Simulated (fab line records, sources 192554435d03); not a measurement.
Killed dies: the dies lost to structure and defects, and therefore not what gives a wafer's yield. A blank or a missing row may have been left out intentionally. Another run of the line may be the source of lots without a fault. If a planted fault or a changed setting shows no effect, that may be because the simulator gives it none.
fab line records	flow n5_finfet
record lots=7	wafers=21
route steps=1938 shown ZERO_LAYER@16 WELL_APT@24 FIN_SAQP@109 FIN_CUT@160 DUMMY_GATE@222 SD_EPI_N@275
start_h: hours from the record's first day to the start of the lot's first wafer shown	wait_h: hours elapsed since this lot's preceding step	" the same as in the row above	L1.1+2: one row covering several wafers at once	- value missing, or start not given	* or withheld: withheld	< > ~ a bound
route shown NAME@n: a module of which the file shows steps, and the number in the route of the first	usual: average and standard deviation across the fault-free wafers	same: alike in all rows	chamber/n: place in a boat	sites: the reading at each site	_std_site: standard deviation across them	_edge_site: the outer-site mean with the inner-site mean subtracted	radius_mm: for every site, how far away it sits from the centre of the wafer	mask NAME#n: copy n	behind: the most recent tool/chamber to have shaped the wafer	hold: the reason the lot was held/the length of the hold in hours/how it ended	device: the transistor (n, p or np) that didn't switch	end of line: tests of these same wafers at the route's end	a step without rows: its recipe alone	killed: dies that structure and defects cost at the first sort, which is not the same as the wafer's yield	map: shows each die of a wafer: x if killed, . if not, _ if none is there
set.NAME: setting as actually run; set.NAME@STEP: the setting as run at that earlier step	model.NAME: the simulator's own value behind a step, which no gauge read
lots with deliberately changed settings; one table per step, one row per wafer
## steps
# step N5_ZERO_LAYER_ETCH_18
# recipe chemistry=HBr/Cl2	target=Si	target_depth_a=1200	time_s=40	pressure_mtorr=10	icp_w=800	bias_w=75	HBr_flow_sccm=150	Cl2_flow_sccm=80
lot.wafer	tool	chamber	start_h	wait_h	set.icp_w	model.ZERO_LAYER.feature_depth_nm	model.etch.depth_nm
L074.1	rie_si-02	3	13.01	0.0	747.6	115	115
L074.4	"	0	"	"	800	120.5	120.5
L074.5	"	3	"	"	747.6	115.1	115.1
L080.1	rie_si-02	0	48.91	0.0	656.9	110	110
L080.3	"	1	"	"	656.9	109.6	109.6
L080.6	"	1	"	"	800	120.8	120.8
L084.1	rie_si-06	2	72.81	0.0	800	120	120
L084.2	"	0	"	"	800	121.3	121.3
L084.3	"	3	"	"	856.7	122.2	122.2
L087.2	rie_si-06	1	90.80	0.0	800	118.9	118.9
L087.3	"	3	"	"	800	118.6	118.6
L087.6	"	1	"	"	839.5	122.8	122.8
L091.1	rie_si-02	0	114.99	0.0	800	120.4	120.4
L091.4	"	3	"	"	800	117.7	117.7
L091.5	"	3	"	"	896.8	125.5	125.5
L094.1	rie_si-05	3	132.79	0.0	800	120.8	120.8
L094.3	"	1	"	"	882.2	125.5	125.5
L094.5	"	0	"	"	882.2	124.4	124.4
L095.3	rie_si-02	1	138.96	0.0	800	120.4	120.4
L095.4+6	"	0	"	"	800	120.3	120.3
# step N5_WELL_APT_EXPOSE_05
# recipe mask_id=NWELL	na=0.8	source_shape=conventional	sigma_outer=0.8	polarization=unpolarized	defocus_nm=0	target_cd_nm=200	dose_mj=20.3
lot.wafer	tool	chamber	start_h	wait_h	mask	set.dose_mj
L074.1+4	krf_scanner-02	0	13.61	-	NWELL#0	20.3
L074.5	"	0	"	"	NWELL#0	19.23
L080.1	krf_scanner-02	0	49.78	-	NWELL#0	20.3
L080.3+6	"	0	"	"	NWELL#0	21.66
L084.1	krf_scanner-02	0	73.40	-	NWELL#0	19.33
L084.2+3	"	0	"	"	NWELL#0	20.3
L087.2+6	krf_scanner-02	0	91.53	-	NWELL#0	19.75
L087.3	"	0	"	"	NWELL#0	20.3
L091.1+5	krf_scanner-02	0	115.71	-	NWELL#0	19.46
L091.4	"	0	"	"	NWELL#0	20.3
L094.1	krf_scanner-01	0	133.41	-	NWELL#0	20.74
L094.3+5	"	0	"	"	NWELL#0	20.3
L095.3+4+6	krf_scanner-01	0	139.57	-	NWELL#0	20.3
# step N5_WELL_APT_PEB_06
# recipe peb_temp_c=130	peb_time_s=90
# step N5_WELL_APT_DEVELOP_07
# recipe develop_time_s=45	rinse_liquid=surfactant_rinse	dry=air_spin	dev_temp_c=21
# step N5_WELL_APT_HARDBAKE_12
# recipe temp_c=130	time_s=120
# step N5_WELL_APT_CD_MEAS_08
# recipe target_cd_nm=200	landing_energy_ev=500	detector=se_inlens
# usual cd_nm=199.8/1.2
lot.wafer	tool	chamber	start_h	wait_h	set.dose_mj@WELL_APT_EXPOSE_05	cd_nm
L074.1	cd_sem-03	0	13.78	-	20.3	200.6
L074.4	"	0	"	"	20.3	199.6
L074.5	"	0	"	"	19.23	192.9
L080.1	cd_sem-02	0	49.95	-	20.3	199.3
L080.3	"	0	"	"	21.66	210.1
L080.6	"	0	"	"	21.66	209.0
L084.1	cd_sem-02	0	73.57	-	19.33	193.5
L084.2	"	0	"	"	20.3	200.8
L084.3	"	0	"	"	20.3	200.4
L087.2	cd_sem-03	0	91.70	-	19.75	195.6
L087.3	"	0	"	"	20.3	202.0
L087.6	"	0	"	"	19.75	197.8
L091.1	cd_sem-01	0	115.89	-	19.46	191.8
L091.4	"	0	"	"	20.3	199.8
L091.5	"	0	"	"	19.46	194.2
L094.1	cd_sem-03	0	133.58	-	20.74	204.7
L094.3	"	0	"	"	20.3	200.2
L094.5	"	0	"	"	20.3	199.4
L095.3	cd_sem-02	0	139.73	-	20.3	199.5
L095.4	"	0	"	"	20.3	199.4
L095.6	"	0	"	"	20.3	197.9
# step N5_WELL_APT_DESCUM_13
# recipe chemistry=O2	time_s=7.9	source_power_w=50	bias_power_w=20	pressure_mtorr=20	rf_frequency_hz=2.712e+07	temp_c=40	o2_flow_sccm=225
lot.wafer	tool	chamber	start_h	wait_h	set.dose_mj@WELL_APT_EXPOSE_05	model.WELL_APT.cd_nm
L074.1	rie_diel-04	0	14.45	0.6	20.3	201
L074.4	"	3	"	"	20.3	200
L074.5	"	1	"	"	19.23	192.6
L080.1	rie_diel-05	2	50.04	0.0	20.3	199.8
L080.3	"	0	"	"	21.66	210
L080.6	"	3	"	"	21.66	208.9
L084.1	rie_diel-02	0	73.70	0.0	19.33	193.5
L084.2	"	2	"	"	20.3	200.8
L084.3	"	3	"	"	20.3	200.3
L087.2	rie_diel-04	0	91.78	0.0	19.75	195.4
L087.3	"	2	"	"	20.3	201.9
L087.6	"	0	"	"	19.75	197.7
L091.1	rie_diel-02	3	116.03	0.1	19.46	191.9
L091.4	"	1	"	"	20.3	199.8
L091.5	"	3	"	"	19.46	194.1
L094.1	rie_diel-02	2	133.93	0.3	20.74	204.8
L094.3	"	0	"	"	20.3	199.9
L094.5	"	3	"	"	20.3	199.6
L095.3	rie_diel-02	2	139.82	0.0	20.3	199.8
L095.4	"	1	"	"	20.3	199.4
L095.6	"	3	"	"	20.3	198
# step N5_FIN_SAQP_PEB_14
# recipe peb_temp_c=withheld	peb_time_s=60	resist=CAR-ArF
lot.wafer	tool	chamber	start_h	wait_h	set.peb_time_s
L074.1	litho_track-03	0	22.23	0.1	50.94
L074.4+5	"	0	"	"	60
L080.1+6	litho_track-03	0	57.96	0.1	60
L080.3	"	0	"	"	55.04
L084.1+2	litho_track-02	0	81.60	0.1	52.68
L084.3	"	0	"	"	60
L087.2	litho_track-03	0	101.79	0.0	60
L087.3+6	"	0	"	"	70.41
L091.1+4	litho_track-03	0	123.81	0.1	60
L091.5	"	0	"	"	73.37
L094.1+3+5	litho_track-02	0	141.21	0.1	60
L095.3+4+6	litho_track-02	0	147.35	0.0	60
# step N5_FIN_SAQP_DEVELOP_15
# recipe develop_time_s=30	developer=TMAH	resist=CAR-ArF	dev_temp_c=23	rinse_liquid=diw	dry=air_spin
lot.wafer	tool	chamber	start_h	wait_h	set.develop_time_s
L074.1+5	litho_track-03	0	-	-	36.57
L074.4	"	0	"	"	30
L080.1+6	litho_track-03	0	-	-	30
L080.3	"	0	"	"	26.25
L084.1	litho_track-02	0	-	-	23.75
L084.2+3	"	0	"	"	30
L087.2+3+6	litho_track-03	0	-	-	30
L091.1+5	litho_track-03	0	-	-	30
L091.4	"	0	"	"	25.48
L094.1	litho_track-02	0	-	-	30
L094.3+5	"	0	"	"	35.26
L095.3+4+6	litho_track-02	0	-	-	30
# step N5_FIN_SAQP_CD_MEAS_16
# recipe target_cd_nm=35.6	landing_energy_ev=500	detector=se_inlens
# usual cd_nm=35.65/0.28
lot.wafer	tool	chamber	start_h	wait_h	set.peb_time_s@FIN_SAQP_PEB_14	cd_nm
L074.1	cd_sem-03	0	22.30	-	50.94	37.29
L074.4	"	0	"	"	60	36.13
L074.5	"	0	"	"	60	35.56
L080.1	cd_sem-01	0	58.03	-	60	35.61
L080.3	"	0	"	"	55.04	37.19
L080.6	"	0	"	"	60	35.63
L084.1	cd_sem-02	0	81.67	-	52.68	38.73
L084.2	"	0	"	"	52.68	37.82
L084.3	"	0	"	"	60	35.35
L087.2	cd_sem-01	0	101.86	-	60	36.07
L087.3	"	0	"	"	70.41	33.87
L087.6	"	0	"	"	70.41	33.98
L091.1	cd_sem-03	0	123.88	-	60	35.17
L091.4	"	0	"	"	60	36.06
L091.5	"	0	"	"	73.37	33.29
L094.1	cd_sem-03	0	141.28	-	60	35.85
L094.3	"	0	"	"	60	35.25
L094.5	"	0	"	"	60	35.21
L095.3	cd_sem-02	0	147.42	-	60	35.58
L095.4	"	0	"	"	60	35.52
L095.6	"	0	"	"	60	35.96
# step N5_FIN_CUT_EXPOSE_05
# recipe mask_id=FIN_CUT	na=0.33	source_shape=annular	sigma_inner=0.35	sigma_outer=0.8	polarization=unpolarized	dose_mj=45.75
lot.wafer	tool	chamber	start_h	wait_h	mask	set.dose_mj
L074.1+5	euv_scanner-01	0	29.07	-	FIN_CUT#0	49.12
L074.4	"	0	"	"	FIN_CUT#0	45.75
L080.1+3	euv_scanner-01	0	63.03	-	FIN_CUT#0	47.24
L080.6	"	0	"	"	FIN_CUT#0	45.75
L084.1+3	euv_scanner-01	0	86.24	-	FIN_CUT#0	47.5
L084.2	"	0	"	"	FIN_CUT#0	45.75
L087.2+6	euv_scanner-02	0	107.09	-	FIN_CUT#0	45.75
L087.3	"	0	"	"	FIN_CUT#0	48.97
L091.1	euv_scanner-01	0	129.79	-	FIN_CUT#0	45.75
L091.4+5	"	0	"	"	FIN_CUT#0	48.96
L094.1+3	euv_scanner-01	0	147.43	-	FIN_CUT#0	45.75
L094.5	"	0	"	"	FIN_CUT#0	42.92
L095.3+4+6	euv_scanner-01	0	151.83	-	FIN_CUT#0	45.75
# step N5_FIN_CUT_PEB_06
# recipe peb_temp_c=100	peb_time_s=60	resist=CAR-EUV
# step N5_FIN_CUT_DEVELOP_07
# recipe develop_time_s=30	developer=TMAH	resist=CAR-EUV	rinse_liquid=surfactant_rinse	dry=air_spin	dev_temp_c=23
# step N5_FIN_CUT_CD_MEAS_08
# recipe target_cd_nm=29.1	landing_energy_ev=500	detector=se_inlens	polarity=opening
# usual cd_nm=29.09/0.22
lot.wafer	tool	chamber	start_h	wait_h	set.dose_mj@FIN_CUT_EXPOSE_05	cd_nm
L074.1	cd_sem-01	0	29.20	-	49.12	30.22
L074.4	"	0	"	"	45.75	29.12
L074.5	"	0	"	"	49.12	30.11
L080.1	cd_sem-02	0	63.16	-	47.24	29.77
L080.3	"	0	"	"	47.24	29.45
L080.6	"	0	"	"	45.75	29.27
L084.1	cd_sem-02	0	86.37	-	47.5	30.18
L084.2	"	0	"	"	45.75	29.10
L084.3	"	0	"	"	47.5	29.81
L087.2	cd_sem-01	0	107.22	-	45.75	28.67
L087.3	"	0	"	"	48.97	30.01
L087.6	"	0	"	"	45.75	28.98
L091.1	cd_sem-03	0	129.92	-	45.75	28.89
L091.4	"	0	"	"	48.96	30.18
L091.5	"	0	"	"	48.96	30.46
L094.1	cd_sem-02	0	147.56	-	45.75	29.13
L094.3	"	0	"	"	45.75	29.31
L094.5	"	0	"	"	42.92	28.03
L095.3	cd_sem-03	0	151.95	-	45.75	28.99
L095.4	"	0	"	"	45.75	29.19
L095.6	"	0	"	"	45.75	29.16
# step N5_FIN_CUT_DESCUM_13
# recipe chemistry=O2	time_s=7	source_power_w=50	bias_power_w=20	pressure_mtorr=20	rf_frequency_hz=2.712e+07	temp_c=40	resist=CAR-EUV	o2_flow_sccm=225
# step N5_FIN_CUT_ETCH_30
# recipe chemistry=N2/H2	target=underlayer	target_depth_a=130	mask_material=CAR-EUV	time_s=10.4	ion_energy_ev=200	pressure_mtorr=30	source_w=840	bias_w=150	n2_flow_sccm=200	h2_flow_sccm=200	ends=cleared
lot.wafer	tool	chamber	start_h	wait_h	set.dose_mj@FIN_CUT_EXPOSE_05	model.FIN_CUT.cd_offset_nm
L074.1	rie_diel-06	3	29.36	0.0	49.12	1.2
L074.4	"	0	"	"	45.75	0
L074.5	"	1	"	"	49.12	1.4
L080.1+3	rie_diel-03	2,0	63.40	0.0	47.24	0.6
L080.6	"	0	"	"	45.75	0.2
L084.1+3	rie_diel-01	3,2	86.53	0.0	47.5	0.6
L084.2	"	1	"	"	45.75	0
L087.2	rie_diel-03	2	107.38	0.0	45.75	-0.2
L087.3	"	3	"	"	48.97	1.4
L087.6	"	2	"	"	45.75	0
L091.1	rie_diel-06	3	130.08	0.0	45.75	-0.2
L091.4	"	1	"	"	48.96	0.8
L091.5	"	1	"	"	48.96	1
L094.1+3	rie_diel-03	0,3	147.73	0.0	45.75	0
L094.5	"	0	"	"	42.92	-1.2
L095.3+6	rie_diel-06	0,1	152.11	0.0	45.75	0
L095.4	"	0	"	"	45.75	-0.2
# step N5_FIN_CUT_ETCH_20
# recipe chemistry=CF4	target=SiARC	target_depth_a=260	mask_material=CAR-EUV	time_s=43.3	ion_energy_ev=80	pressure_mtorr=40	source_w=545	bias_w=36	Ar_flow_sccm=100	cf4_flow_sccm=100	ends=cleared
lot.wafer	tool	chamber	start_h	wait_h	set.dose_mj@FIN_CUT_EXPOSE_05	model.FIN_CUT.cd_offset_nm
L074.1	rie_diel-06	3	29.38	0.0	49.12	1.2
L074.4	"	0	"	"	45.75	0
L074.5	"	1	"	"	49.12	1.4
L080.1+3	rie_diel-03	2,0	63.42	0.0	47.24	0.6
L080.6	"	0	"	"	45.75	0
L084.1+3	rie_diel-01	3,2	86.55	0.0	47.5	0.6
L084.2	"	1	"	"	45.75	0.2
L087.2	rie_diel-03	2	107.40	0.0	45.75	-0.2
L087.3	"	3	"	"	48.97	1.4
L087.6	"	2	"	"	45.75	0
L091.1	rie_diel-06	3	130.10	0.0	45.75	-0.4
L091.4+5	"	1	"	"	48.96	1
L094.1+3	rie_diel-03	0,3	147.75	0.0	45.75	0
L094.5	"	0	"	"	42.92	-1.2
L095.3+4+6	rie_diel-06	0,0,1	152.13	0.0	45.75	-0.2
# step N5_FIN_CUT_ETCH_21
# recipe chemistry=N2/H2	target=SOC	target_depth_a=2190	overetch_a=438	mask_material=SiARC	temp_c=40	ion_energy_ev=100	bias_w=61	time_s=523.5	pressure_mtorr=30	source_w=850	n2_flow_sccm=200	h2_flow_sccm=200
lot.wafer	tool	chamber	start_h	wait_h	set.time_s	model.SiARC_of_FIN_CUT_COAT_19.thk_nm
L074.1	rie_diel-06	3	29.42	0.0	485.3	12.6
L074.4	"	0	"	"	485.3	12.2
L074.5	"	1	"	"	523.5	11.8
L080.1	rie_diel-03	2	63.46	0.0	429.2	13.4
L080.3	"	0	"	"	429.2	13.6
L080.6	"	0	"	"	523.5	12
L084.1	rie_diel-01	3	86.59	0.0	448.8	12.8
L084.2	"	1	"	"	523.5	11.8
L084.3	"	2	"	"	448.8	13
L087.2	rie_diel-03	2	107.43	0.0	523.5	12
L087.3	"	3	"	"	523.5	11.8
L087.6	"	2	"	"	606.2	10.6
L091.1	rie_diel-06	3	130.13	0.0	613.9	10.6
L091.4+5	"	1	"	"	523.5	11.6
L094.1	rie_diel-03	0	147.79	0.0	523.5	11.8
L094.3	"	3	"	"	523.5	12
L094.5	"	0	"	"	619.9	10.4
L095.3+4+6	rie_diel-06	0,0,1	152.17	0.0	523.5	11.6
# step N5_DUMMY_GATE_COAT_34
# recipe resist=SOC	temp_c=250	time_s=60	spin_rpm=1500	resist_thk_nm=60
lot.wafer	tool	chamber	start_h	wait_h	set.spin_rpm	model.SOC_of_DUMMY_GATE_COAT_34.thk_nm
L074.1	litho_track-02	0	47.42	0.0	1500	59.8
L074.4	"	0	"	"	1500	60
L074.5	"	0	"	"	1650	57
L080.1	litho_track-01	0	81.35	0.0	1500	59.8
L080.3+6	"	0	"	"	1620	57.6
L084.1+2	litho_track-01	0	109.31	0.0	1500	60
L084.3	"	0	"	"	1500	59.8
L087.2	litho_track-03	0	127.71	0.0	1500	60.2
L087.3+6	"	0	"	"	1619	58
L091.1+5	litho_track-02	0	149.32	0.0	1500	60.4
L091.4	"	0	"	"	1625	57.8
L094.1+3	litho_track-01	0	166.98	0.0	1500	60
L094.5	"	0	"	"	1500	60.2
L095.3+4+6	litho_track-03	0	172.36	0.0	1500	60.2
# step N5_DUMMY_GATE_COAT_28
# recipe resist=underlayer	temp_c=205	time_s=60	spin_rpm=1500	resist_thk_nm=10
lot.wafer	tool	chamber	start_h	wait_h	set.spin_rpm	model.underlayer_of_DUMMY_GATE_COAT_28.thk_nm
L074.1+4+5	litho_track-02	0	-	-	1500	10
L080.1+3+6	litho_track-01	0	-	-	1660	9.4
L084.1+3	litho_track-01	0	-	-	1450	10.2
L084.2	"	0	"	"	1500	10
L087.2	litho_track-03	0	-	-	1500	10
L087.3+6	"	0	"	"	1335	10.6
L091.1	litho_track-02	0	-	-	1345	10.6
L091.4+5	"	0	"	"	1500	10
L094.1+5	litho_track-01	0	-	-	1500	10
L094.3	"	0	"	"	1659	9.6
L095.3+4+6	litho_track-03	0	-	-	1500	10
# step N5_DUMMY_GATE_COAT_09
# recipe resist=CAR-EUV	spin_rpm=1500	resist_thk_nm=30
# step N5_DUMMY_GATE_EBR_11
# recipe solvent=PGMEA	ebr_width_mm=1.5
# step N5_DUMMY_GATE_ETCH_29
# recipe chemistry=N2/H2	target=underlayer	target_depth_a=130	ion_energy_ev=200	pressure_mtorr=30	source_w=840	bias_w=150	n2_flow_sccm=200	h2_flow_sccm=200
# step N5_DUMMY_GATE_ETCH_36
# recipe chemistry=CF4	target=SiARC	target_depth_a=130	pressure_mtorr=40	source_w=545	bias_w=36	Ar_flow_sccm=100	cf4_flow_sccm=100	ion_energy_ev=80
# step N5_DUMMY_GATE_ETCH_37
# recipe chemistry=N2/H2	target=SOC	target_depth_a=600	overetch_a=300	temp_c=40	ion_energy_ev=200	pressure_mtorr=30	source_w=840	bias_w=150	n2_flow_sccm=200	h2_flow_sccm=200
lot.wafer	tool	chamber	start_h	wait_h	set.spin_rpm@DUMMY_GATE_COAT_34	model.etch.depth_nm
L074.1	rie_diel-03	0	47.96	0.0	1500	59.84
L074.4	"	2	"	"	1500	59.95
L074.5	"	3	"	"	1650	57.08
L080.1	rie_diel-01	0	82.02	0.0	1500	59.82
L080.3	"	1	"	"	1620	57.62
L080.6	"	2	"	"	1620	57.57
L084.1	rie_diel-01	3	109.85	0.0	1500	59.95
L084.2	"	2	"	"	1500	60.04
L084.3	"	0	"	"	1500	59.85
L087.2	rie_diel-06	2	128.25	0.0	1500	60.24
L087.3	"	0	"	"	1619	57.92
L087.6	"	0	"	"	1619	58.05
L091.1	rie_diel-06	1	149.99	0.0	1500	60.38
L091.4	"	0	"	"	1625	57.8
L091.5	"	1	"	"	1500	60.3
L094.1	rie_diel-06	1	167.53	0.0	1500	60.07
L094.3	"	2	"	"	1500	60.1
L094.5	"	2	"	"	1500	60.13
L095.3	rie_diel-03	1	173.02	0.0	1500	60.16
L095.4	"	3	"	"	1500	60.11
L095.6	"	3	"	"	1500	60.19
# step N5_SD_EPI_N_ETCH_35
# recipe chemistry=N2/H2	target=SOC	overetch_a=1080	mask_material=SiARC	temp_c=40	ion_energy_ev=100	source_w=3000	bias_w=133	pressure_mtorr=20	time_s=486	n2_flow_sccm=200	h2_flow_sccm=200
lot.wafer	tool	chamber	start_h	wait_h	set.source_w	model.SiARC_of_SD_EPI_N_COAT_33.thk_nm
L074.1+4	rie_diel-05	3,1	50.46	0.0	3000	19.4
L074.5	"	1	"	"	2763	20.6
L080.1	rie_diel-02	1	84.40	0.0	3390	18.4
L080.3	"	2	"	"	3000	19.8
L080.6	"	0	"	"	3390	18
L084.1	rie_diel-04	1	112.14	0.0	3000	20
L084.2	"	0	"	"	3000	19.8
L084.3	"	2	"	"	3000	19.6
L087.2+6	rie_diel-05	0,3	130.33	0.0	3000	19.8
L087.3	"	3	"	"	3000	20
L091.1+4	rie_diel-04	0,3	152.05	0.0	3000	19.6
L091.5	"	3	"	"	2691	21
L094.1+3	rie_diel-04	0,2	169.65	0.0	3000	19.4
L094.5	"	3	"	"	3000	19.6
L095.3	rie_diel-04	1	175.21	0.0	3000	19.8
L095.4	"	0	"	"	3000	19.6
L095.6	"	3	"	"	3000	19.4
# step N5_SD_EPI_N_ETCH_45
# recipe chemistry=CH3F/O2	target=SiOCN	target_depth_a=60	mask_material=SOC	ion_energy_ev=60	bias_w=29	pressure_mtorr=15	source_w=410	Ar_flow_sccm=150	CH3F_flow_sccm=30	O2_flow_sccm=20
lot.wafer	tool	chamber	start_h	wait_h	set.target_depth_a	model.etch.depth_nm
L074.1	rie_diel-05	3	50.88	0.1	62.26	6.299
L074.4	"	1	"	"	60	6.1
L074.5	"	1	"	"	60	6.133
L080.1	rie_diel-02	1	84.82	0.1	62.54	6.311
L080.3	"	2	"	"	62.54	6.277
L080.6	"	0	"	"	60	6.106
L084.1	rie_diel-04	1	112.56	0.1	64.28	6.35
L084.2	"	0	"	"	60	6.042
L084.3	"	2	"	"	60	6.064
L087.2	rie_diel-05	0	130.75	0.1	54.66	5.382
L087.3	"	3	"	"	54.66	5.413
L087.6	"	3	"	"	60	5.903
L091.1	rie_diel-04	0	152.48	0.1	60	6.118
L091.4	"	3	"	"	60	6.142
L091.5	"	3	"	"	60	6.074
L094.1	rie_diel-04	0	170.07	0.1	63.45	6.474
L094.3	"	2	"	"	60	6.141
L094.5	"	3	"	"	60	6.121
L095.3	rie_diel-04	1	175.63	0.1	60	5.97
L095.4	"	0	"	"	60	6.085
L095.6	"	3	"	"	60	6.084
# step N5_SD_EPI_N_ETCH_16
# recipe chemistry=CHF3/O2	target=SiO2	target_depth_a=50	mask_material=SOC	pressure_mtorr=30	source_w=650	bias_w=170	Ar_flow_sccm=200	CHF3_flow_sccm=50	O2_flow_sccm=5	ion_energy_ev=200
lot.wafer	tool	chamber	start_h	wait_h	set.source_w@SD_EPI_N_ETCH_35	model.SiARC_of_SD_EPI_N_COAT_33.thk_nm
L074.1+4	rie_diel-05	3,1	50.98	0.1	3000	12
L074.5	"	1	"	"	2763	13.2
L080.1	rie_diel-02	1	84.92	0.1	3390	11
L080.3	"	2	"	"	3000	12.4
L080.6	"	0	"	"	3390	10.4
L084.1	rie_diel-04	1	112.66	0.1	3000	12.6
L084.2	"	0	"	"	3000	12.4
L084.3	"	2	"	"	3000	12.2
L087.2+3	rie_diel-05	0,3	130.85	0.1	3000	12.6
L087.6	"	3	"	"	3000	12.4
L091.1+4	rie_diel-04	0,3	152.58	0.1	3000	12
L091.5	"	3	"	"	2691	13.4
L094.1+3	rie_diel-04	0,2	170.17	0.1	3000	12
L094.5	"	3	"	"	3000	12.2
L095.3	rie_diel-04	1	175.73	0.1	3000	12.6
L095.4	"	0	"	"	3000	12.2
L095.6	"	3	"	"	3000	12
## key
split step=N5_ZERO_LAYER_ETCH_18	setting=icp_w	stated=800	by=wafer
response step=N5_ZERO_LAYER_ETCH_18	reading=model.ZERO_LAYER.feature_depth_nm	change=+0.558	per=1%	r=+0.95
response step=N5_ZERO_LAYER_ETCH_18	reading=model.etch.depth_nm	change=+0.558	per=1%	r=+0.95
split step=N5_WELL_APT_EXPOSE_05	setting=dose_mj	stated=20.3	by=wafer
response step=N5_WELL_APT_CD_MEAS_08	reading=cd_nm	change=+1.55	per=1%	r=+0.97
response step=N5_WELL_APT_DESCUM_13	reading=model.WELL_APT.cd_nm	change=+1.55	per=1%	r=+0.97
split step=N5_FIN_SAQP_PEB_14	setting=peb_time_s	stated=60	by=wafer
response step=N5_FIN_SAQP_CD_MEAS_16	reading=cd_nm	change=-0.128	per=1%	r=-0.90
split step=N5_FIN_SAQP_DEVELOP_15	setting=develop_time_s	stated=30	by=wafer
response none clear
split step=N5_FIN_CUT_EXPOSE_05	setting=dose_mj	stated=45.75	by=wafer
response step=N5_FIN_CUT_CD_MEAS_08	reading=cd_nm	change=+0.176	per=1%	r=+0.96
response step=N5_FIN_CUT_ETCH_30	reading=model.FIN_CUT.cd_offset_nm	change=+0.18	per=1%	r=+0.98
response step=N5_FIN_CUT_ETCH_20	reading=model.FIN_CUT.cd_offset_nm	change=+0.189	per=1%	r=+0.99
split step=N5_FIN_CUT_ETCH_21	setting=time_s	stated=523.5	by=wafer
response step=N5_FIN_CUT_ETCH_21	reading=model.SiARC_of_FIN_CUT_COAT_19.thk_nm	change=-0.0766	per=1%	r=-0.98
split step=N5_DUMMY_GATE_COAT_34	setting=spin_rpm	stated=1500	by=wafer
response step=N5_DUMMY_GATE_COAT_34	reading=model.SOC_of_DUMMY_GATE_COAT_34.thk_nm	change=-0.289	per=1%	r=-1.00
response step=N5_DUMMY_GATE_ETCH_37	reading=model.etch.depth_nm	change=-0.287	per=1%	r=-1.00
split step=N5_DUMMY_GATE_COAT_28	setting=spin_rpm	stated=1500	by=wafer
response step=N5_DUMMY_GATE_COAT_28	reading=model.underlayer_of_DUMMY_GATE_COAT_28.thk_nm	change=-0.0504	per=1%	r=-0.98
split step=N5_SD_EPI_N_ETCH_35	setting=source_w	stated=3000	by=wafer
response step=N5_SD_EPI_N_ETCH_35	reading=model.SiARC_of_SD_EPI_N_COAT_33.thk_nm	change=-0.132	per=1%	r=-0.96
response step=N5_SD_EPI_N_ETCH_16	reading=model.SiARC_of_SD_EPI_N_COAT_33.thk_nm	change=-0.136	per=1%	r=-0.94
split step=N5_SD_EPI_N_ETCH_45	setting=target_depth_a	stated=60	by=wafer
response step=N5_SD_EPI_N_ETCH_45	reading=model.etch.depth_nm	change=+0.0516	per=1%	r=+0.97
